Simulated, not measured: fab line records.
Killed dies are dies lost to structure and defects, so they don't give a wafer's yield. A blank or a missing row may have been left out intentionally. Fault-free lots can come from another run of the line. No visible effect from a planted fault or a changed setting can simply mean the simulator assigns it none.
Split-lot study | flow n5-finfet | 7 lots, 21 wafers read, on a route of 1938 steps

## THE SPLIT ITSELF
At N5_BEOL_M1_COAT_61 (time 60 s, resist thk 60 nm), the setting spin-rpm was moved away from the recipe's 1500 rpm on 8 of the 21 wafers read, by -7.9% to +9.3%. The other wafers ran this setting at the recipe's value.

## FROM THE SPLIT TO THE READING: what the file shows between them, 7 steps
- N5_BEOL_M1_EXPOSE_08: exposes mask M1 (also split here: dose-mj)
- N5_BEOL_M1_PEB_09: peb time 60 s
- N5_BEOL_M1_DEVELOP_10: develop time 30 s
- N5_BEOL_M1_CD_MEAS_11: target cd 17.05 nm
- N5_BEOL_M1_DESCUM_16: chemistry O2, time 7 s
- N5_BEOL_M1_ETCH_74: etches underlayer in N2/H2, target depth 6.5 nm, time 5.2 s
- N5_BEOL_M1_ETCH_63: etches SiARC in CF4, target depth 15.6 nm, time 26 s

## THE READING
etch.depth-nm (the simulator's own value, which no gauge read), in nm, at N5_BEOL_M1_ETCH_64 (etches SOC in N2/H2, target depth 75 nm, overetch 15 nm, time 112.5 s). The file does not state a usual value for it. The 13 wafers here that ran the recipe average 59.96 nm, standard deviation 0.2 nm.

wafer  | tool, chamber at the split | spin-rpm as run, rpm | against the recipe | etch.depth-nm, nm | against lot-mates on the recipe
L085.1 | litho-track-04, 0          | 1639                 | +9.3%              | 57.49             | -2.52
L085.2 | litho-track-04, 0          | 1500                 | recipe             | 60.01             | -
L085.3 | litho-track-04, 0          | 1639                 | +9.3%              | 57.34             | -2.67
L086.1 | litho-track-04, 0          | 1500                 | recipe             | 59.98             | -
L086.2 | litho-track-04, 0          | 1500                 | recipe             | 60.02             | -
L086.4 | litho-track-04, 0          | 1500                 | recipe             | 59.88             | -
L088.3 | litho-track-03, 0          | 1442                 | -3.9%              | 61.01             | +1.12
L088.4 | litho-track-03, 0          | 1500                 | recipe             | 59.89             | -
L088.6 | litho-track-03, 0          | 1442                 | -3.9%              | 61.13             | +1.24
L089.1 | litho-track-04, 0          | 1595                 | +6.3%              | 57.99             | -1.77
L089.4 | litho-track-04, 0          | 1500                 | recipe             | 59.69             | -
L089.6 | litho-track-04, 0          | 1500                 | recipe             | 59.84             | -
L091.2 | litho-track-02, 0          | 1381                 | -7.9%              | 62.71             | +2.39
L091.3 | litho-track-02, 0          | 1500                 | recipe             | 60.32             | -
L091.5 | litho-track-02, 0          | 1381                 | -7.9%              | 62.85             | +2.53
L090.1 | litho-track-03, 0          | 1500                 | recipe             | 59.58             | -
L090.4 | litho-track-03, 0          | 1410                 | -6.0%              | 61.71             | +1.97
L090.6 | litho-track-03, 0          | 1500                 | recipe             | 59.91             | -
L096.4 | litho-track-02, 0          | 1500                 | recipe             | 60.08             | -
L096.5 | litho-track-02, 0          | 1500                 | recipe             | 60.07             | -
L096.6 | litho-track-02, 0          | 1500                 | recipe             | 60.26             | -

THE FIT
A straight line over all 21 wafers: etch.depth-nm changes by -0.305 nm for each +1% of spin-rpm; r = -0.99; the points scatter about the line by 0.22 nm.
The same after taking each lot's own level away (the mean of its wafers on the recipe; 21 wafers): -0.295 nm for each +1%; r = -1.00; scatter 0.1 nm.
That fit puts the effect of the largest move of spin-rpm on the reading at 2.7 nm.
Measured against the standard deviation above, the lots' own levels, which go from 59.745 to 60.320 nm, span 2.9 times it.
Consequently the slope shifts little with the lot-to-lot level, the two slopes agreeing.
Check: for one of the wafers moved furthest among these (+9.3%), held out of the fit, the line's prediction against its lot-mates is -2.76 nm. Against them it came out at -2.52 nm.

## OTHER SPLITS APPLIED TO THESE WAFERS
Before the reading, these wafers also passed through other splits. Each is held against what the fit with the lots' levels taken away leaves over:
other split on the same wafers        | wafers away from the commonest value | r with etch.depth-nm (lot level and that fit taken away)
N5_SD_EPI_N_EPI_21 temp-c             | 12                                   | -0.10
N5_HKMG_FIN_PEB_10 peb-time-s         | 6                                    | +0.16
N5_HKMG_FIN_DEVELOP_11 develop-time-s | 6                                    | +0.11
N5_MOL_CONTACT_COAG_ETCH_91 source-w  | 8                                    | -0.13
N5_BEOL_M0_SAQP_ETCH_107 source-w     | 8                                    | -0.04
N5_BEOL_M0_CUTY_ETCH_63 source-w      | 3                                    | +0.07
N5_BEOL_M1_EXPOSE_08 dose-mj          | 8                                    | +0.00

## THE WHOLE CHAIN: every reading that the file lists as answering this split, in the file's order
step               | what it does                                                          | reading                                                                        | change (the file's fit)               | r (the file's)
N5_BEOL_M1_COAT_61 | time 60 s, resist thk 60 nm                                           | SOC_of_BEOL_M1_COAT_61.thk-nm (the simulator's own value, which no gauge read) | -0.296 nm for each +1% of the setting | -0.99
N5_BEOL_M1_ETCH_64 | etches SOC in N2/H2, target depth 75 nm, overetch 15 nm, time 112.5 s | etch.depth-nm (the simulator's own value, which no gauge read)                 | -0.296 nm for each +1% of the setting | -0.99

## FILE'S OWN FIT
etch.depth-nm changes by -0.296 nm for each +1% of spin-rpm, r = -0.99.
